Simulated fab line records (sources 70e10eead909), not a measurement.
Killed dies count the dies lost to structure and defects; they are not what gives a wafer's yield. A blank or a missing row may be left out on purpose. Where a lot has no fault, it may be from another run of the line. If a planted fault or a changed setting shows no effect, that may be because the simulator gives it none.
Chamber matching || flow nandHarc || rieDiel-05 running NHARC_A_SLIT_ETCH_24: 4 sister chambers
The step etches the open film in CF4/CHF3, target depth 121 nm, time 60.5 s. 4 wafers are shown with their chamber, then 10 later ones without.

EACH WAFER AND ITS CHAMBER
{"wafer": "L079.4", "chamber": 2, "drypumpMotorCurrentA (A)": 5.6}
{"wafer": "L084.5", "chamber": 3, "drypumpMotorCurrentA (A)": 6.2}
{"wafer": "L087.3", "chamber": 0, "drypumpMotorCurrentA (A)": 5.2}
{"wafer": "L087.4", "chamber": 1, "drypumpMotorCurrentA (A)": 5.4}

WAFERS WHOSE CHAMBER IS MISSING
{"wafer": "L087.6", "drypumpMotorCurrentA (A)": 5.4}
{"wafer": "L090.3", "drypumpMotorCurrentA (A)": 5.2}
{"wafer": "L090.4", "drypumpMotorCurrentA (A)": 5.6}
{"wafer": "L090.5", "drypumpMotorCurrentA (A)": 5.2}
{"wafer": "L091.1", "drypumpMotorCurrentA (A)": 5.2}
{"wafer": "L091.4", "drypumpMotorCurrentA (A)": 5.6}
{"wafer": "L091.5", "drypumpMotorCurrentA (A)": 5.3}
{"wafer": "L096.1", "drypumpMotorCurrentA (A)": 5.6}
{"wafer": "L096.2", "drypumpMotorCurrentA (A)": 5.2}
{"wafer": "L096.5", "drypumpMotorCurrentA (A)": 6.2}

CHAMBER TAKEN BY EACH
{"wafer": "L087.6", "from the rows above": 1, "in truth": 1}
{"wafer": "L090.3", "from the rows above": 0, "in truth": 0}
{"wafer": "L090.4", "from the rows above": 2, "in truth": 2}
{"wafer": "L090.5", "from the rows above": 0, "in truth": 0}
{"wafer": "L091.1", "from the rows above": 0, "in truth": 0}
{"wafer": "L091.4", "from the rows above": 2, "in truth": 2}
{"wafer": "L091.5", "from the rows above": "can't be placed: 0 or 1", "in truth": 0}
{"wafer": "L096.1", "from the rows above": 2, "in truth": 2}
{"wafer": "L096.2", "from the rows above": 0, "in truth": 0}
{"wafer": "L096.5", "from the rows above": 3, "in truth": 3}
9 of 10 placed correctly. Cannot be placed on the basis of these rows: 1; the candidates contain the true chamber in 1. 0 placed wrongly.
How it was worked out, from the rows above alone: a wafer's distance from a chamber is the root of the sum, over the readings, of the square of ((its reading less the chamber's mean) divided by the reading's scatter). If the next closest chamber is less than 2 further off than the closest, the wafer can't be placed; otherwise it belongs to the closest. The mean given for a chamber averages the wafers shown for that chamber. The scatter: with one shown wafer a chamber, the root of the mean of the squares of how far each hidden wafer lies from its nearest shown one.
